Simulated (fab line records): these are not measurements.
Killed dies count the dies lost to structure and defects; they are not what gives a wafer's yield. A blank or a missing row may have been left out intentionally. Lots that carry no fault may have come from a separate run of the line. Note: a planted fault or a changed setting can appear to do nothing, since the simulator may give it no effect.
Chamber matching -- flow n5_finfet -- rie_diel-01 running N5_BEOL_M12_ETCH_38: 4 sister chambers
The step etches SiCN in CF4/N2, target depth 68.7 nm, time 73.4 s. 20 wafers are shown with their chamber, then 10 later ones without.

== EACH WAFER AND ITS CHAMBER ==
wafer,chamber,drypump_motor_current_A (A),throttle_valve_pct (%),oes_product_au (a.u.)
L074.1,2,5.7,15.45,0.91
L074.2,0,6.5,15.05,0.84
L074.5,0,6.5,15.06,0.85
L075.1,0,6.5,15.08,0.83
L075.2,2,5.7,15.46,0.90
L075.3,3,4.8,15.73,0.70
L077.4,0,6.5,15.08,0.83
L077.5,0,6.6,15.10,0.84
L077.6,1,5.7,15.14,1.00
L081.3,1,5.8,15.16,0.97
L081.5,1,5.7,15.15,0.96
L081.6,0,6.5,15.10,0.82
L082.1,1,5.7,15.17,0.97
L082.3,0,6.5,15.12,0.81
L082.5,2,5.7,15.50,0.88
L083.2,1,5.8,15.17,0.94
L083.5,3,4.8,15.76,0.69
L083.6,1,5.8,15.17,0.94
L087.2,1,5.8,15.19,0.93
L087.3,2,5.7,15.53,0.86

SIGNATURES, as means of the wafers listed above
reading,chamber 0,chamber 1,chamber 2,chamber 3,scatter within a chamber
drypump_motor_current_A,6.514,5.757,5.700,4.800,0.0401
throttle_valve_pct,15.0843,15.1643,15.4850,15.7450,0.0246
oes_product_au,0.8314,0.9586,0.8875,0.6950,0.0195
Rule: for each reading, subtract the chamber's mean from the wafer's reading, divide by that reading's scatter and square the result; add these up over the readings and take the root, which gives the wafer's distance from the chamber. The wafer belongs to the nearest chamber; if the next one is less than 2 further off, it can't be placed. The scatter is the square root of a quotient: the sum, over the shown wafers, of each reading's squared deviation from its chamber's mean, divided by wafers minus chambers.

== WAFERS MISSING THEIR CHAMBER ==
wafer,drypump_motor_current_A (A),throttle_valve_pct (%),oes_product_au (a.u.)
L087.6,5.7,15.52,0.85
L091.1,6.5,15.16,0.79
L091.4,6.5,15.15,0.80
L091.6,5.7,15.55,0.85
L089.2,5.7,15.21,0.90
L089.3,6.5,15.17,0.79
L089.6,5.7,15.56,0.84
L093.1,5.7,15.56,0.83
L093.3,5.7,15.22,0.90
L093.4,4.8,15.29,0.95

== EACH ONE'S CHAMBER ==
wafer,from the rows above,in truth
L087.6,2,2
L091.1,0,0
L091.4,0,0
L091.6,2,2
L089.2,1,1
L089.3,0,0
L089.6,2,2
L093.1,2,2
L093.3,1,1
L093.4,can't be placed: 3 or 2 or 1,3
9 of 10 placed correctly. These rows do not allow placing 1 (true chamber among the candidates in 1). Placed wrongly: 0.
